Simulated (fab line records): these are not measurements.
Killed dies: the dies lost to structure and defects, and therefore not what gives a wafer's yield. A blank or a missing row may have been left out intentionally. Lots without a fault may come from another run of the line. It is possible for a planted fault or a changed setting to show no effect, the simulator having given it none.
2 desks, one fault ; flow n5Finfet ; every desk sees just its own numbers, and what lay behind them comes last

== FROM THE METROLOGY DESK ==
Lot by lot, what the gauges showed, no matter which tool ran the lot: averages of those sampled wafers that carry a number. If a lot's mean is further than 4 standard deviations from the usual mean, the lot is out of limits and carries the mark OUT (the distance appears in the brackets).
Columns: A = thkNm at N5_FIN_SAQP_THK_MEAS_05, usual 38.1 nm
lot;first seen here;A
L151;day 2 09:02;37.9
L153;day 2 20:49;37.9
L154;day 3 02:56;38.2
L155;day 3 09:01;37.8
L156;day 3 15:43;38.2
L163;day 5 08:53;37.7
L167;day 6 09:08;38.5
L168;day 6 15:08;38.7
L169;day 6 21:13;38.0
L171;day 7 09:16;39.0
Result from this desk: across the 10 lots, nothing is out of limits.

== THE TOOL OWNER'S DESK: pecvd-01 ==
The tool's own readings at N5_FIN_SAQP_HM_DEP_03 (deposits SiNx from SiH4/NH3/N2, target thk 38 nm, time 33.6 s): means of the sampled wafers that have a number, for each lot that ran on this tool. If a lot's mean is further than 4 standard deviations from the usual mean, the lot is out of limits and carries the mark OUT (the distance appears in the brackets).
Columns: A = heaterPowerW at N5_FIN_SAQP_HM_DEP_03, usual 780 W; B = rfFwdPowerW at N5_FIN_SAQP_HM_DEP_03, usual 297.5 W; C = showerheadPlenumPTorr at N5_FIN_SAQP_HM_DEP_03, usual 5.136 Torr; D = throttleValvePct at N5_FIN_SAQP_HM_DEP_03, usual 40.5 %
lot;first seen here;A;B;C;D
L151;day 2 08:57;933;298.9;5.156;42.6
L155;day 3 08:55;878;298.1;5.144;40.6
L156;day 3 15:40;856;298.3;5.153;41.5
L163;day 5 08:48;808;297.6;5.146;39.5
Result from this desk: across the 4 lots, nothing is out of limits.

== ALL TOGETHER ==
From the metrology desk's view, nothing was out of limits.
Nothing out of limits was seen by the tool owner's desk.

== WHAT THE SIMULATOR HAD INSERTED ==
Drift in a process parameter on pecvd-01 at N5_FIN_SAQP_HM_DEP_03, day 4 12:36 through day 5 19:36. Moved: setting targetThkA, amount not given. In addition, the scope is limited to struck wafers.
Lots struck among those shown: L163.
